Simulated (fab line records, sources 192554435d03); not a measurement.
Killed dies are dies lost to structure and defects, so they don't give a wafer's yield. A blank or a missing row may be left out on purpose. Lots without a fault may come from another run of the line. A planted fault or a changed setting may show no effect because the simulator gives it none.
Split-lot experiment | flow n5_finfet | 7 lots, 21 wafers read, on a route of 1938 steps

THE SPLIT
At N5_BEOL_M9_ILD_DEP_00 (deposits SiCOH lowk from DEMS/porogen, target thk 308.51 nm, time 58 s), the setting time_s was moved away from the recipe's 58 s on 7 of the 21 wafers read, by -4.7% to +14.2%. The other wafers ran this setting at the recipe's value.

FROM THE SPLIT TO THE READING: what the file shows between them, 1 step
- N5_BEOL_M9_CURE_71: cures SiCOH lowk, time 240 s

THE READING
M9_ILD_THK, in nm, at N5_BEOL_M9_THK_MEAS_01. Fault-free wafers of this fab line usually give 267 nm, standard deviation 3.6 nm.

wafer  | tool, chamber at the split | time_s as run, s | against the recipe | M9_ILD_THK, nm | against lot-mates on the recipe
L074.1 | pecvd-01, 1                | 58               | recipe             | 263            | -
L074.2 | pecvd-01, 0                | 58               | recipe             | 264            | -
L074.3 | pecvd-01, 0                | 58               | recipe             | 266            | -
L076.1 | pecvd-03, 2                | 58               | recipe             | 267            | -
L076.2 | pecvd-03, 1                | 58               | recipe             | 264            | -
L076.4 | pecvd-03, 2                | 58               | recipe             | 277            | -
L078.2 | pecvd-03, 0                | 58               | recipe             | 259            | -
L078.3 | pecvd-03, 0                | 58               | recipe             | 263            | -
L078.6 | pecvd-03, 0                | 58               | recipe             | 269            | -
L082.1 | pecvd-03, 0                | 58               | recipe             | 265            | -
L082.3 | pecvd-03, 1                | 55.28            | -4.7%              | 248            | -17
L082.4 | pecvd-03, 1                | 55.28            | -4.7%              | 254            | -11
L084.2 | pecvd-04, 0,1              | 58               | recipe             | 267            | -
L084.3 | pecvd-04, 0,1              | 58               | recipe             | 267            | -
L084.5 | pecvd-04, 2                | 66.25            | +14.2%             | 308            | +41
L087.3 | pecvd-01, 0                | 58               | recipe             | 265            | -
L087.4 | pecvd-01, 1                | 61.03            | +5.2%              | 281            | +16
L087.5 | pecvd-01, 2                | 61.03            | +5.2%              | 277            | +12
L095.2 | pecvd-03, 2                | 64.57            | +11.3%             | 301            | +34
L095.4 | pecvd-03, 0                | 58               | recipe             | 267            | -
L095.5 | pecvd-03, 2                | 64.57            | +11.3%             | 305            | +38
Where a row lists several chambers, the file gives one row for several wafers and doesn't say which wafer went through which chamber.

THE FIT
A straight line over all 21 wafers: M9_ILD_THK changes by +3.09 nm for each +1% of time_s; r = +0.97; the points scatter about the line by 3.8 nm.
The same after taking each lot's own level away (the mean of its wafers on the recipe; 21 wafers): +3.01 nm for each +1%; r = +0.98; scatter 3.2 nm.
On that fit, the largest move of time_s shifts the reading by 43 nm.
The lots' own levels span 263.7 to 269.3 nm, that is 1.6 times the standard deviation above.
So the lot-to-lot level changes the slope little: the two slopes agree.
Check: with one of the wafers moved furthest among these (+14.2%) left out of the fit, the line predicts +43.8 nm for it against its lot-mates. It came out at +41 nm against them.

OTHER SPLITS ON THESE WAFERS
These wafers also went through other splits before the reading. Each is held against what the fit with the lots' levels taken away leaves over:
other split on the same wafers       | wafers away from the commonest value | r with M9_ILD_THK (lot level and that fit taken away)
N5_BEOL_M6_ILD_DEP_00 time_s         | 8                                    | -0.17
N5_BEOL_M6_HM_DEP_02 target_thk_a    | 6                                    | -0.02
N5_BEOL_M7_COAT_22 spin_rpm          | 5                                    | -0.11
N5_BEOL_M7_DESCUM_33 time_s          | 5                                    | -0.12
N5_BEOL_M8_PECVD_70 temp_c           | 9                                    | +0.13
N5_BEOL_M8_DEVELOP_10 develop_time_s | 7                                    | +0.00

THE WHOLE CHAIN: every reading that the file lists as answering this split, in the file's order
step                   | what it does                                                           | reading                                                                                  | change (the file's fit)              | r (the file's)
N5_BEOL_M9_ILD_DEP_00  | deposits SiCOH lowk from DEMS/porogen, target thk 308.51 nm, time 58 s | SiCOH_lowk_of_BEOL_M9_ILD_DEP_00.thk_nm (the simulator's own value, which no gauge read) | +3.34 nm for each +1% of the setting | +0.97
N5_BEOL_M9_CURE_71     | cures SiCOH lowk, time 240 s                                           | SiCOH_lowk_of_BEOL_M9_ILD_DEP_00.thk_nm (the simulator's own value, which no gauge read) | +2.96 nm for each +1% of the setting | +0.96
N5_BEOL_M9_THK_MEAS_01 |                                                                        | M9_ILD_THK                                                                               | +2.96 for each +1% of the setting    | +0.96

THE FILE'S OWN FIT
M9_ILD_THK changes by +2.96 nm for each +1% of time_s, r = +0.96.
